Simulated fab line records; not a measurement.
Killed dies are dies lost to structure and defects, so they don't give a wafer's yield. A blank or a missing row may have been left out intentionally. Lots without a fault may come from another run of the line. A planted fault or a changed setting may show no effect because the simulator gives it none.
Chamber matching || flow n5Finfet || N5_FIN_SAQP_PECVD_06 on pecvd-01 has 3 sister chambers
The step deposits a-Si from SiH4/He, target thk 60 nm, time 48.1 s. 6 wafers are shown with their chamber, then 8 later ones without.

EACH WAFER AND ITS CHAMBER
{"wafer": "L083.2", "chamber": 1, "throttleValvePct (%)": 18.5, "showerheadPlenumPTorr (Torr)": 5.65}
{"wafer": "L083.5", "chamber": 1, "throttleValvePct (%)": 18.4, "showerheadPlenumPTorr (Torr)": 5.65}
{"wafer": "L084.1", "chamber": 0, "throttleValvePct (%)": 18.9, "showerheadPlenumPTorr (Torr)": 5.76}
{"wafer": "L084.3", "chamber": 2, "throttleValvePct (%)": 16.2, "showerheadPlenumPTorr (Torr)": 5.60}
{"wafer": "L084.5", "chamber": 2, "throttleValvePct (%)": 16.0, "showerheadPlenumPTorr (Torr)": 5.61}
{"wafer": "L086.1", "chamber": 0, "throttleValvePct (%)": 18.6, "showerheadPlenumPTorr (Torr)": 5.75}

WAFERS WITH NO CHAMBER GIVEN
{"wafer": "L086.2", "throttleValvePct (%)": 16.3, "showerheadPlenumPTorr (Torr)": 5.60}
{"wafer": "L086.3", "throttleValvePct (%)": 18.4, "showerheadPlenumPTorr (Torr)": 5.66}
{"wafer": "L087.1", "throttleValvePct (%)": 18.9, "showerheadPlenumPTorr (Torr)": 5.76}
{"wafer": "L087.2", "throttleValvePct (%)": 16.3, "showerheadPlenumPTorr (Torr)": 5.60}
{"wafer": "L087.5", "throttleValvePct (%)": 18.5, "showerheadPlenumPTorr (Torr)": 5.67}
{"wafer": "L089.1", "throttleValvePct (%)": 16.2, "showerheadPlenumPTorr (Torr)": 5.60}
{"wafer": "L089.4", "throttleValvePct (%)": 18.3, "showerheadPlenumPTorr (Torr)": 5.66}
{"wafer": "L089.6", "throttleValvePct (%)": 16.0, "showerheadPlenumPTorr (Torr)": 5.60}

EACH ONE'S CHAMBER
{"wafer": "L086.2", "from the rows above": 2, "in truth": 2}
{"wafer": "L086.3", "from the rows above": 1, "in truth": 1}
{"wafer": "L087.1", "from the rows above": 0, "in truth": 0}
{"wafer": "L087.2", "from the rows above": 2, "in truth": 2}
{"wafer": "L087.5", "from the rows above": 1, "in truth": 1}
{"wafer": "L089.1", "from the rows above": 2, "in truth": 2}
{"wafer": "L089.4", "from the rows above": 1, "in truth": 1}
{"wafer": "L089.6", "from the rows above": 2, "in truth": 2}
Placed correctly: 8 of 8. From these rows, 0 cannot be placed. Wrongly placed: 0.
How it was worked out, from the rows above alone: a wafer's distance from a chamber is the root of the sum, over the readings, of the square of ((its reading less the chamber's mean) divided by the reading's scatter). If the next closest chamber is less than 2 further off than the closest, the wafer can't be placed; otherwise it belongs to the closest. The mean given for a chamber averages the wafers shown for that chamber. The scatter: the root of (the sum of the squares of (reading less its chamber's mean) over the shown wafers, divided by (wafers less chambers)).
